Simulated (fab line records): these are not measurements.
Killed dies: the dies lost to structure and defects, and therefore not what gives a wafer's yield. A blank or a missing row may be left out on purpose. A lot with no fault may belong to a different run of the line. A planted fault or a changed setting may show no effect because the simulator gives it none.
fab line records | flow n5Finfet | part 1 of 2: steps 1 to 22 of 30
[record] lots = 5 wafers = 15 lastDay = 17
route steps=1938 shown WELL_APT@49 PMOS_HMC_CHANNEL_EPI@57
lots with no fault: from the same line, run without faults
startH: the number of hours between the record's first day and the start of the first shown wafer of the lot | waitH: how many hours have passed since the lot's step before this one | " as in the row above | L1.1+2: one row covering several wafers at once | - no value, or no start given | * or withheld: withheld | < > ~ a bound
route shown NAME@n: names a module that has steps shown in the file, with the first one's number in the route | usual: mean/standard deviation taken from wafers without a fault | same: alike in all rows | chamber/n: place in a boat | sites: the reading at each site | _std_site: how widely they spread, as a standard deviation | _edge_site: inner sites' mean taken away from outer sites' mean | radiusMm: how far each site lies from the wafer's centre | mask NAME#n: copy n | behind: the most recent tool/chamber to have shaped the wafer | hold: what put the lot on hold/how long, in hours/how the hold closed | device: names the non-switching transistor (n, p or np) | end of line: at the end of the route, the tests of the same wafers | a step with no rows: only its recipe | killed: not the wafer's yield, but the dies lost to structure and defects at the first sort | map: dies across one wafer; x = killed, . = not, _ = none there
set.NAME: setting as actually run; set.NAME@STEP: the setting as run at that earlier step | model.NAME: the simulator's own value behind a step, which no gauge read
lots at some steps of the route; a table a step, a row a wafer
services: when a tool's chamber went out of use (startH, in hours from the record's first day, below 0 if earlier), for how many hours, and the reason
[[steps]]
[step N5_WELL_APT_STRIP_33]
[recipe] chemistry = SPM timeS = 900 tempC = 130 h2so4H2o2VolRatio = 4 dry = ipaMarangoni
[usual] bathHeatDutyPct = 14.8/1.5
// columns lot.wafer tool chamber startH waitH bathHeatDutyPct
L080.2 wetBench-05 5 51.65 0.1 15.0
L080.4 " 6 " " 13.8
L080.6 " 7 " " 12.8
L085.2 wetBench-04 4 81.60 0.1 15.6
L085.4 " 1 " " 17.2
L085.5 " 2 " " 14.5
L089.1 wetBench-06 0 106.70 0.2 15.3
L089.3 " 6 " " 13.9
L089.4 " 4 " " 15.6
L091.1 wetBench-05 1 119.45 0.2 14.4
L091.2 " 6 " " 13.9
L091.3 " 4 " " 14.9
L096.1 wetBench-05 6 148.30 0.2 13.6
L096.2 " 7 " " 12.7
L096.4 " 2 " " 15.0
[step N5_WELL_APT_RTA_34]
[recipe] tempC = 1000 timeS = 10 ambient = N2 idleTempC = 600 rampUpCPerS = 150 rampDownCPerS = 60 coolToC = 600
[usual] lampPowerPct = 13.00/0.053 wafer_temp_C_max = 1003.4/1
// columns lot.wafer tool chamber startH waitH lampPowerPct wafer_temp_C_max
L080.2 rtpAnneal-02 0 51.95 0.0 13.00 1003.6
L080.4 " 0 " " 13.14 1003.7
L080.6 " 0 " " 13.07 1005.1
L085.2 rtpAnneal-01 0 81.90 0.0 13.05 1003.2
L085.4 " 0 " " 13.06 1003.3
L085.5 " 0 " " 12.96 1003.3
L089.1 rtpAnneal-02 0 106.97 0.0 12.93 1003.8
L089.3 " 0 " " 12.97 1003.5
L089.4 " 0 " " 12.97 1006.3
L091.1 rtpAnneal-01 0 119.73 0.0 13.03 1002.8
L091.2 " 0 " " 13.02 1003.4
L091.3 " 0 " " 12.99 1003.4
L096.1 rtpAnneal-01 0 148.71 0.1 12.98 1003.4
L096.2 " 0 " " 12.92 1003.2
L096.4 " 0 " " 13.07 1003.7
[step N5_WELL_APT_OXIDE_STRIP_42]
[recipe] chemistry = dHF dilution = 25:1 timeS = 45 tempC = 25 target = SiO2 targetDepthA = 120
[usual] bathHeatDutyPct = 6.3/0.64
// columns lot.wafer tool chamber startH waitH bathHeatDutyPct
L080.2 wetBench-06 3 52.07 0.1 6.7
L080.4 " 7 " " 5.3
L080.6 " 4 " " 6.9
L085.2 wetBench-04 7 82.02 0.1 6.4
L085.4 " 4 " " 5.7
L085.5 " 0 " " 6.0
L089.1 wetBench-04 3 107.12 0.1 6.6
L089.3 " 1 " " 7.0
L089.4 " 4 " " 5.7
L091.1 wetBench-06 5 119.87 0.1 6.2
L091.2 " 0 " " 6.1
L091.3 " 1 " " 6.5
L096.1 wetBench-05 3 148.86 0.1 7.0
L096.2 " 0 " " 5.7
L096.4 " 4 " " 6.2
[step N5_WELL_APT_PRECLEAN_36]
[recipe] chemistry = O3/DIW timeS = 45 tempC = 22 o3Ppm = 10
[usual] bathHeatDutyPct = 2.3/0.4
// columns lot.wafer tool chamber startH waitH bathHeatDutyPct
L080.2 wetBench-06 3 52.09 0.0 2.5
L080.4 " 7 " " 2.3
L080.6 " 4 " " 2.2
L085.2 wetBench-04 7 82.04 0.0 2.5
L085.4 " 4 " " 2.8
L085.5 " 0 " " 2.9
L089.1 wetBench-04 3 107.13 0.0 2.9
L089.3 " 1 " " 2.7
L089.4 " 4 " " 2.8
L091.1 wetBench-06 5 119.89 0.0 2.4
L091.2 " 0 " " 2.1
L091.3 " 1 " " 3.1
L096.1 wetBench-05 3 148.87 0.0 2.2
L096.2 " 0 " " 2.8
L096.4 " 4 " " 2.2
[step N5_WELL_APT_PRECLEAN_39]
[recipe] chemistry = dHF timeS = 60 dilution = 150:1 tempC = 25
[usual] bathHeatDutyPct = 6.4/0.7
// columns lot.wafer tool chamber startH waitH bathHeatDutyPct
L080.2 wetBench-06 3 52.10 0.0 7.7
L080.4 " 7 " " 5.0
L080.6 " 4 " " 6.7
L085.2 wetBench-04 7 82.05 0.0 6.5
L085.4 " 4 " " 6.9
L085.5 " 0 " " 5.9
L089.1 wetBench-04 3 107.14 0.0 6.6
L089.3 " 1 " " 7.5
L089.4 " 4 " " 6.5
L091.1 wetBench-06 5 119.90 0.0 6.3
L091.2 " 0 " " 6.1
L091.3 " 1 " " 6.3
L096.1 wetBench-05 3 148.88 0.0 6.6
L096.2 " 0 " " 6.0
L096.4 " 4 " " 5.4
[step N5_WELL_APT_SRD_37]
[recipe] dry = ipaMarangoni doPpb = 5 timeS = 30 tempC = 23 rinseLiquid = diw
[usual] bathHeatDutyPct = 3.6/0.49 doPpb = 4.99/0.052
// columns lot.wafer tool chamber startH waitH bathHeatDutyPct doPpb
L080.2 wetBench-06 3 52.12 0.0 4.2 4.96
L080.4 " 7 " " 3.2 5.01
L080.6 " 4 " " 3.6 4.94
L085.2 wetBench-04 7 82.07 0.0 3.7 4.97
L085.4 " 4 " " 3.5 4.96
L085.5 " 0 " " 3.4 5.03
L089.1 wetBench-04 3 107.16 0.0 3.9 5.11
L089.3 " 1 " " 4.0 5.11
L089.4 " 4 " " 3.8 5.01
L091.1 wetBench-06 5 119.92 0.0 3.9 4.97
L091.2 " 0 " " 4.1 4.87
L091.3 " 1 " " 4.2 4.92
L096.1 wetBench-05 3 148.90 0.0 4.0 4.95
L096.2 " 0 " " 3.7 5.06
L096.4 " 4 " " 3.5 4.93
[step N5_WELL_APT_EPI_41]
[recipe] material = Si targetThkA = 500 tempC = 650 precursor = SiH4/H2 pressureTorr = 20 timeS = 297.7
[usual] susceptorTempC = 650.01/0.28 throttleValvePct = 11.7/0.55
// columns lot.wafer tool chamber startH waitH susceptorTempC throttleValvePct
L080.2 epiRpcvd-03 0 52.26 0.1 650.08 12.2
L080.4 " 0 " " 650.00 12.3
L080.6 " 0 " " 650.00 12.4
L085.2 epiRpcvd-04 0 82.22 0.1 650.40 11.1
L085.4 " 0 " " 650.56 11.0
L085.5 " 0 " " 650.28 11.0
L089.1 epiRpcvd-03 0 107.21 0.0 650.38 12.4
L089.3 " 0 " " 649.84 12.6
L089.4 " 0 " " 649.86 12.3
L091.1 epiRpcvd-04 0 119.97 0.0 649.99 11.1
L091.2 " 0 " " 649.39 11.2
L091.3 " 0 " " 649.76 11.0
L096.1 epiRpcvd-03 0 148.95 0.0 650.09 12.1
L096.2 " 0 " " 650.04 12.2
L096.4 " 0 " " 650.15 12.2
[step N5_WELL_APT_INSPECT_38]
[recipe] inspectInstrument = darkfield mode = postEpi
[usual] rawDefectCount = 13/6
// columns lot.wafer tool chamber startH waitH rawDefectCount
L080.2 defectInspect-01 - 52.80 0.4 5
L080.4 " - " " 13
L080.6 " - " " 14
L085.2 defectInspect-02 - 82.75 0.4 23
L085.4 " - " " 20
L085.5 " - " " 12
L089.1 defectInspect-02 - 108.04 0.7 10
L089.3 " - " " 17
L089.4 " - " " 24
L091.1 defectInspect-02 - 120.60 0.5 4
L091.2 " - " " 13
L091.3 " - " " 9
L096.1 defectInspect-01 - 149.59 0.5 14
L096.2 " - " " 18
L096.4 " - " " 16
[step N5_PMOS_HMC_CHANNEL_EPI_HM_DEP_34]
[recipe] material = SiO2 targetThkA = 360 tempC = 400 precursor = TEOS/O2 pressureTorr = 6.5 rfW = 900 teosFlowSccm = 161.4 gas = O2 flowSccm = 2650 timeS = 6.9
[usual] heaterPowerW = 554/88 rfFwdPowerW = 885/4.9 showerheadPlenumPTorr = 8.337/0.017 susceptorTempC = 399.98/0.24 throttleValvePct = 19.0/1.4
// columns lot.wafer tool chamber startH waitH heaterPowerW rfFwdPowerW showerheadPlenumPTorr susceptorTempC throttleValvePct
L080.2 pecvd-01 1 52.84 0.0 574 876 8.347 400.15 17.4
L080.4 " 1 " " 578 878 8.325 400.30 17.5
L080.6 " 2 " " 590 885 8.335 400.14 18.3
L085.2 pecvd-03 0 82.79 0.0 513 888 8.338 400.18 18.4
L085.4 " 0 " " 505 886 8.341 399.88 18.2
L085.5 " 1 " " 428 885 8.328 399.83 21.2
L089.1 pecvd-03 0 108.08 0.0 498 894 8.327 400.29 18.4
L089.3 " 2 " " 426 883 8.353 399.61 16.9
L089.4 " 1 " " 485 886 8.320 399.75 21.0
L091.1 pecvd-02 0 120.64 0.0 597 882 8.340 400.45 21.2
L091.2 " 2 " " 686 887 8.342 399.33 19.0
L091.3 " 1 " " 684 881 8.337 400.53 18.9
L096.1 pecvd-01 1 149.62 0.0 591 879 8.351 399.86 17.2
L096.2 " 2 " " 491 883 8.347 400.24 18.7
L096.4 " 2 " " 497 885 8.330 400.18 18.8
[step N5_PMOS_HMC_CHANNEL_EPI_COAT_31]
[recipe] resist = BARC tempC = 205 timeS = 60 spinRpm = 1500 resistThkNm = 66
// columns lot.wafer tool chamber startH waitH
L080.2+4+6 lithoTrack-05 0 52.89 0.0
L085.2+4+5 lithoTrack-01 0 82.84 0.0
L089.1+3+4 lithoTrack-01 0 108.14 0.0
L091.1+2+3 lithoTrack-05 0 120.69 0.0
L096.1+2+4 lithoTrack-03 0 149.68 0.0
[step N5_PMOS_HMC_CHANNEL_EPI_COAT_03]
[recipe] resist = CAR-ArF-block spinRpm = 1500 resistThkNm = 205
// columns lot.wafer tool chamber startH waitH
L080.2+4+6 lithoTrack-05 0 - -
L085.2+4+5 lithoTrack-01 0 - -
L089.1+3+4 lithoTrack-01 0 - -
L091.1+2+3 lithoTrack-05 0 - -
L096.1+2+4 lithoTrack-03 0 - -
[step N5_PMOS_HMC_CHANNEL_EPI_EBR_05]
[recipe] solvent = PGMEA ebrWidthMm = 1.5
// columns lot.wafer tool chamber startH waitH
L080.2+4+6 lithoTrack-05 0 - -
L085.2+4+5 lithoTrack-01 0 - -
L089.1+3+4 lithoTrack-01 0 - -
L091.1+2+3 lithoTrack-05 0 - -
L096.1+2+4 lithoTrack-03 0 - -
[step N5_PMOS_HMC_CHANNEL_EPI_SOFTBAKE_04]
[recipe] tempC = 110 timeS = 60 resist = CAR-ArF-block
// columns lot.wafer tool chamber startH waitH
L080.2+4+6 lithoTrack-05 0 - -
L085.2+4+5 lithoTrack-01 0 - -
L089.1+3+4 lithoTrack-01 0 - -
L091.1+2+3 lithoTrack-05 0 - -
L096.1+2+4 lithoTrack-03 0 - -
[step N5_PMOS_HMC_CHANNEL_EPI_EXPOSE_06]
[recipe] maskId = PMOS_HMC_BLK na = 1.35 sourceShape = conventional sigmaOuter = 0.8 polarization = unpolarized targetCdNm = 240 doseMj = 41
// columns lot.wafer tool chamber startH waitH mask
L080.2+4+6 arfiScanner-02 0 53.12 - PMOS_HMC_BLK#0
L085.2+4+5 arfiScanner-01 0 82.95 - PMOS_HMC_BLK#0
L089.1+3+4 arfiScanner-03 0 108.36 - PMOS_HMC_BLK#0
L091.1+2+3 arfiScanner-02 0 120.92 - PMOS_HMC_BLK#0
L096.1+2+4 arfiScanner-03 0 149.78 - PMOS_HMC_BLK#0
[step N5_PMOS_HMC_CHANNEL_EPI_PEB_07]
[recipe] pebTempC = 110 pebTimeS = 60 resist = CAR-ArF-block
// columns lot.wafer tool chamber startH waitH
L080.2+4+6 lithoTrack-03 0 53.18 0.0
L085.2+4+5 lithoTrack-05 0 83.00 0.0
L089.1+3+4 lithoTrack-01 0 108.42 0.1
L091.1+2+3 lithoTrack-03 0 120.98 0.1
L096.1+2+4 lithoTrack-03 0 149.84 0.1
[step N5_PMOS_HMC_CHANNEL_EPI_DEVELOP_08]
[recipe] developTimeS = 30 developer = TMAH resist = CAR-ArF-block devTempC = 23 rinseLiquid = diw dry = airSpin
// columns lot.wafer tool chamber startH waitH
L080.2+4+6 lithoTrack-03 0 - -
L085.2+4+5 lithoTrack-05 0 - -
L089.1+3+4 lithoTrack-01 0 - -
L091.1+2+3 lithoTrack-03 0 - -
L096.1+2+4 lithoTrack-03 0 - -
[step N5_PMOS_HMC_CHANNEL_EPI_CD_MEAS_09]
[recipe] targetCdNm = 237.4 landingEnergyEv = 500 detector = seInlens
[usual] cdNm = 237.7/1.1
// columns lot.wafer tool chamber startH waitH cdNm
L080.2 cdSem-01 0 53.24 - 238.6
L080.4 " 0 " " 238.3
L080.6 " 0 " " 237.7
L085.2 cdSem-03 0 83.07 - 236.6
L085.4 " 0 " " 238.5
L085.5 " 0 " " 237.3
L089.1 cdSem-03 0 108.49 - 237.7
L089.3 " 0 " " 237.6
L089.4 " 0 " " 237.6
L091.1 cdSem-03 0 121.04 - 236.2
L091.2 " 0 " " 237.2
L091.3 " 0 " " 238.3
L096.1 cdSem-03 0 149.90 - 240.3
L096.2 " 0 " " 239.3
L096.4 " 0 " " 238.0
[step N5_PMOS_HMC_CHANNEL_EPI_OVL_MEAS_10]
[recipe] pointsPerWafer = 44
[usual] PMOS_HMC_BLK_OVL = -0.2/0.68
[same] pointsPerWafer = 44
// columns lot.wafer tool chamber startH waitH PMOS_HMC_BLK_OVL[nm]
L080.2 overlay-01 0 53.27 0.0 0.4
L080.4 " 0 " " 0.1
L080.6 " 0 " " 0.5
L085.2 overlay-02 0 83.10 0.0 -1.4
L085.4 " 0 " " -0.6
L085.5 " 0 " " -0.2
L089.1 overlay-01 0 108.52 0.0 -0.6
L089.3 " 0 " " -1.5
L089.4 " 0 " " -1.3
L091.1 overlay-01 0 121.07 0.0 -0.7
L091.2 " 0 " " -0.6
L091.3 " 0 " " 0.8
L096.1 overlay-01 0 149.93 0.0 0.0
L096.2 " 0 " " -0.1
L096.4 " 0 " " -1.2
[step N5_PMOS_HMC_CHANNEL_EPI_INSPECT_11]
[recipe] mode = adi inspectInstrument = macro
[usual] rawDefectCount = 2.0/1.5
// columns lot.wafer tool chamber startH waitH rawDefectCount
L080.2 defectInspect-02 - 53.30 0.0 2
L080.4 " - " " 1
L080.6 " - " " 1
L085.2 defectInspect-02 - 83.12 0.0 0
L085.4 " - " " 3
L085.5 " - " " 3
L089.1 defectInspect-01 - 108.54 0.0 2
L089.3 " - " " 0
L089.4 " - " " 4
L091.1 defectInspect-02 - 121.10 0.0 0
L091.2 " - " " 5
L091.3 " - " " 3
L096.1 defectInspect-01 - 149.96 0.0 1
L096.2 " - " " 4
L096.4 " - " " 1
[step N5_PMOS_HMC_CHANNEL_EPI_DESCUM_14]
[recipe] chemistry = O2 timeS = 7.9 sourcePowerW = 50 biasPowerW = 20 pressureMtorr = 20 rfFrequencyHz = 2.712e+07 tempC = 40 resist = CAR-ArF-block o2FlowSccm = 225
[usual] drypumpMotorCurrentA = 5.93/0.27 oesProductAu = 0.79/0.088 rfFwdPowerW = 49.40/0.2 rfVppV = 243.5/1.2 showerheadPlenumPTorr = 2.12/0.056 throttleValvePct = 20.36/0.26
// columns lot.wafer tool chamber startH waitH drypumpMotorCurrentA oesProductAu rfFwdPowerW rfHoursCounterH rfVppV showerheadPlenumPTorr throttleValvePct
L080.2 rieDiel-03 2 53.38 0.1 6.02 0.84 49.73 50 242.4 2.11 20.18
L080.4 " 3 " " 5.86 0.72 49.46 187 245.3 2.18 20.36
L080.6 " 0 " " 5.72 0.78 49.40 - 240.3 2.02 20.50
L085.2 rieDiel-03 1 83.16 0.0 5.48 0.72 49.53 178 242.9 2.07 20.63
L085.4 " 2 " " 6.03 0.83 49.42 59 243.5 2.11 20.18
L085.5 " 1 " " 5.48 0.72 49.62 - 243.9 2.07 20.63
L089.1 rieDiel-06 1 108.62 0.1 6.50 0.90 49.30 34 244.6 2.13 20.07
L089.3 " 2 " " 6.06 0.71 49.05 178 242.6 2.10 20.58
L089.4 " 0 " " 5.80 0.73 49.40 153 243.5 2.21 20.62
L091.1 rieDiel-02 3 121.13 0.0 6.13 0.67 49.87 248 241.6 2.06 20.33
L091.2 " 1 " " 5.97 0.86 49.29 42 243.8 2.19 20.00
L091.3 " 2 " " 5.95 0.76 49.50 144 242.9 2.11 20.22
L096.1 rieDiel-03 2 149.99 0.0 6.06 0.82 49.63 77 242.9 2.10 20.22
L096.2 " 0 " " 5.73 0.76 49.11 157 243.4 2.01 20.54
L096.4 " 1 " " 5.45 0.71 49.55 197 242.9 2.06 20.66
[step N5_PMOS_HMC_CHANNEL_EPI_ETCH_32]
[recipe] chemistry = N2/H2 target = BARC stopOn = SiO2 targetDepthA = 858 overEtchFrac = 0.3 timeS = 50.3 ionEnergyEv = 200 maskMaterial = CAR-ArF-block pressureMtorr = 30 sourceW = 840 biasW = 150 n2FlowSccm = 200 h2FlowSccm = 200
[usual] drypumpMotorCurrentA = 5.93/0.27 h2FlowSccm = 200.1/0.64 oesProductAu = 0.67/0.068 rfFwdPowerW = 831.8/2.8 rfVppV = 524.7/2 showerheadPlenumPTorr = 2.57/0.076 throttleValvePct = 17.76/0.26
// columns lot.wafer tool chamber startH waitH drypumpMotorCurrentA h2FlowSccm oesProductAu rfFwdPowerW rfHoursCounterH rfVppV showerheadPlenumPTorr throttleValvePct
L080.2 rieDiel-03 2 53.42 0.0 6.03 199.9 0.71 834.9 50 524.2 2.60 17.90
L080.4 " 3 " " 5.81 199.7 0.63 832.7 187 527.0 2.64 17.74
L080.6 " 0 " " 5.73 198.7 0.67 831.6 - 522.3 2.44 17.77
L085.2 rieDiel-03 1 83.19 0.0 5.48 198.9 0.62 828.7 178 523.1 2.53 18.13
L085.4 " 2 " " 6.05 200.3 0.71 837.9 59 525.8 2.59 17.91
L085.5 " 1 " " 5.47 198.6 0.62 831.3 - 523.8 2.53 18.12
L089.1 rieDiel-06 1 108.65 0.0 6.51 199.7 0.76 831.4 34 524.3 2.57 17.38
L089.3 " 2 " " 6.05 199.9 0.62 830.8 178 522.2 2.49 17.59
L089.4 " 0 " " 5.79 199.5 0.64 834.8 153 527.5 2.68 18.06
L091.1 rieDiel-02 3 121.17 0.0 6.15 200.5 0.58 834.9 248 521.8 2.52 18.08
L091.2 " 1 " " 5.99 200.0 0.74 834.8 42 527.7 2.69 17.48
L091.3 " 2 " " 5.98 200.5 0.65 833.4 144 524.7 2.55 17.70
L096.1 rieDiel-03 2 150.03 0.0 6.04 199.8 0.68 832.2 77 524.4 2.59 17.94
L096.2 " 0 " " 5.78 200.7 0.65 835.7 157 520.1 2.42 17.81
L096.4 " 1 " " 5.45 200.1 0.61 832.4 197 524.3 2.52 18.16
[step N5_PMOS_HMC_CHANNEL_EPI_HM_OPEN_15]
[recipe] chemistry = CHF3/O2 target = SiO2 maskMaterial = CAR-ArF-block targetDepthA = 406 CHF3_flow_sccm = 50 O2_flow_sccm = 5 Ar_flow_sccm = 200 timeS = 20.3 pressureMtorr = 30 sourceW = 650 biasW = 170 ionEnergyEv = 200
[usual] drypumpMotorCurrentA = 5.93/0.27 oesProductAu = 0.79/0.084 rfFwdPowerW = 645.1/2.2 rfVppV = 523/19 showerheadPlenumPTorr = 2.44/0.062 throttleValvePct = 18.82/0.21
// columns lot.wafer tool chamber startH waitH drypumpMotorCurrentA oesProductAu rfFwdPowerW rfHoursCounterH rfVppV showerheadPlenumPTorr throttleValvePct
L080.2 rieDiel-03 2 53.46 0.0 6.03 0.84 650.2 50 485 2.45 18.80
L080.4 " 3 " " 5.82 0.73 645.4 187 534 2.47 18.69
L080.6 " 0 " " 5.72 0.80 646.6 - 526 2.33 18.96
L085.2 rieDiel-03 1 83.23 0.0 5.46 0.72 645.0 178 544 2.41 19.29
L085.4 " 2 " " 6.02 0.82 649.3 59 485 2.45 18.82
L085.5 " 1 " " 5.46 0.72 646.5 - 543 2.41 19.29
L089.1 rieDiel-06 1 108.69 0.0 6.50 0.89 644.6 34 546 2.47 18.59
L089.3 " 2 " " 6.04 0.73 645.7 178 518 2.36 18.79
L089.4 " 0 " " 5.80 0.75 646.4 153 525 2.49 18.87
L091.1 rieDiel-02 3 121.21 0.0 6.16 0.67 647.8 248 489 2.38 18.93
L091.2 " 1 " " 5.96 0.87 648.0 42 540 2.55 18.64
L091.3 " 2 " " 5.97 0.76 646.2 144 502 2.43 18.69
L096.1 rieDiel-03 2 150.07 0.0 6.05 0.82 646.5 77 484 2.44 18.85
L096.2 " 0 " " 5.73 0.78 643.5 157 526 2.32 19.01
L096.4 " 1 " " 5.48 0.71 642.7 197 543 2.40 19.34
